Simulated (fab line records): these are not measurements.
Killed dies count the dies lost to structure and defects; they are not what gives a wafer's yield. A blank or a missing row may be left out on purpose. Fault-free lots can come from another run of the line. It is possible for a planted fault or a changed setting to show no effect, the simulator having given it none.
Matching of chambers / flow nand-harc / 4 sister chambers for NHARC_A_STAIRCASE_TRIM_196 on rie-diel-08
The step chemistry O2, time 211.2 s. 14 wafers are shown with their chamber, then 7 later ones without.

WAFERS, EACH WITH ITS CHAMBER
wafer=L075.2; chamber=2; showerhead-plenum-p-Torr (Torr)=3.56; rf-vpp-V (V)=59.1; oes-product-au (a.u.)=1.009
wafer=L075.4; chamber=1; showerhead-plenum-p-Torr (Torr)=3.78; rf-vpp-V (V)=57.9; oes-product-au (a.u.)=0.994
wafer=L075.5; chamber=2; showerhead-plenum-p-Torr (Torr)=3.56; rf-vpp-V (V)=57.1; oes-product-au (a.u.)=1.009
wafer=L080.3; chamber=0; showerhead-plenum-p-Torr (Torr)=3.57; rf-vpp-V (V)=57.3; oes-product-au (a.u.)=1.006
wafer=L080.5; chamber=3; showerhead-plenum-p-Torr (Torr)=3.78; rf-vpp-V (V)=57.2; oes-product-au (a.u.)=1.011
wafer=L080.6; chamber=2; showerhead-plenum-p-Torr (Torr)=3.55; rf-vpp-V (V)=57.0; oes-product-au (a.u.)=1.007
wafer=L081.1; chamber=3; showerhead-plenum-p-Torr (Torr)=3.78; rf-vpp-V (V)=57.7; oes-product-au (a.u.)=0.997
wafer=L081.2; chamber=1; showerhead-plenum-p-Torr (Torr)=3.77; rf-vpp-V (V)=58.4; oes-product-au (a.u.)=1.020
wafer=L081.3; chamber=0; showerhead-plenum-p-Torr (Torr)=3.57; rf-vpp-V (V)=56.9; oes-product-au (a.u.)=1.022
wafer=L085.4; chamber=1; showerhead-plenum-p-Torr (Torr)=3.76; rf-vpp-V (V)=59.7; oes-product-au (a.u.)=0.999
wafer=L085.5; chamber=0; showerhead-plenum-p-Torr (Torr)=3.56; rf-vpp-V (V)=57.1; oes-product-au (a.u.)=1.008
wafer=L085.6; chamber=3; showerhead-plenum-p-Torr (Torr)=3.77; rf-vpp-V (V)=57.9; oes-product-au (a.u.)=1.008
wafer=L089.1; chamber=0; showerhead-plenum-p-Torr (Torr)=3.55; rf-vpp-V (V)=57.0; oes-product-au (a.u.)=1.013
wafer=L089.3; chamber=3; showerhead-plenum-p-Torr (Torr)=3.76; rf-vpp-V (V)=58.7; oes-product-au (a.u.)=0.996

SIGNATURES (averages over the wafers above)
reading=showerhead-plenum-p-Torr; chamber 0=3.5625; chamber 1=3.7700; chamber 2=3.5567; chamber 3=3.7725; scatter within a chamber=0.00904
reading=rf-vpp-V; chamber 0=57.075; chamber 1=58.667; chamber 2=57.733; chamber 3=57.875; scatter within a chamber=0.761
reading=oes-product-au; chamber 0=1.01225; chamber 1=1.00433; chamber 2=1.00833; chamber 3=1.00300; scatter within a chamber=0.00843
Rule: for each reading, subtract the chamber's mean from the wafer's reading, divide by that reading's scatter and square the result; add these up over the readings and take the root, which gives the wafer's distance from the chamber. If the next closest chamber is less than 2 further off than the closest, the wafer can't be placed; otherwise it belongs to the closest. The scatter is the square root of a quotient: the sum, over the shown wafers, of each reading's squared deviation from its chamber's mean, divided by wafers minus chambers.

WAFERS WITHOUT THEIR CHAMBER
wafer=L089.6; showerhead-plenum-p-Torr (Torr)=3.55; rf-vpp-V (V)=56.1; oes-product-au (a.u.)=1.009
wafer=L094.1; showerhead-plenum-p-Torr (Torr)=3.52; rf-vpp-V (V)=57.4; oes-product-au (a.u.)=0.998
wafer=L094.2; showerhead-plenum-p-Torr (Torr)=3.75; rf-vpp-V (V)=58.6; oes-product-au (a.u.)=1.002
wafer=L094.5; showerhead-plenum-p-Torr (Torr)=3.52; rf-vpp-V (V)=57.5; oes-product-au (a.u.)=0.989
wafer=L096.3; showerhead-plenum-p-Torr (Torr)=3.73; rf-vpp-V (V)=57.3; oes-product-au (a.u.)=0.985
wafer=L096.5; showerhead-plenum-p-Torr (Torr)=3.51; rf-vpp-V (V)=57.6; oes-product-au (a.u.)=0.993
wafer=L096.6; showerhead-plenum-p-Torr (Torr)=3.74; rf-vpp-V (V)=59.0; oes-product-au (a.u.)=0.992

WHICH CHAMBER EACH WENT THROUGH
wafer=L089.6; from the rows above=can't be placed: 0 or 2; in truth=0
wafer=L094.1; from the rows above=can't be placed: 2 or 0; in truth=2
wafer=L094.2; from the rows above=can't be placed: 1 or 3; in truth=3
wafer=L094.5; from the rows above=can't be placed: 2 or 0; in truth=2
wafer=L096.3; from the rows above=can't be placed: 3 or 1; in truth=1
wafer=L096.5; from the rows above=can't be placed: 2 or 0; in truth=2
wafer=L096.6; from the rows above=can't be placed: 1 or 3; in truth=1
Correct placement for 0 of the 7. Can't be placed from these rows: 7 (the true chamber is among the candidates in 7). Placed wrongly: 0.
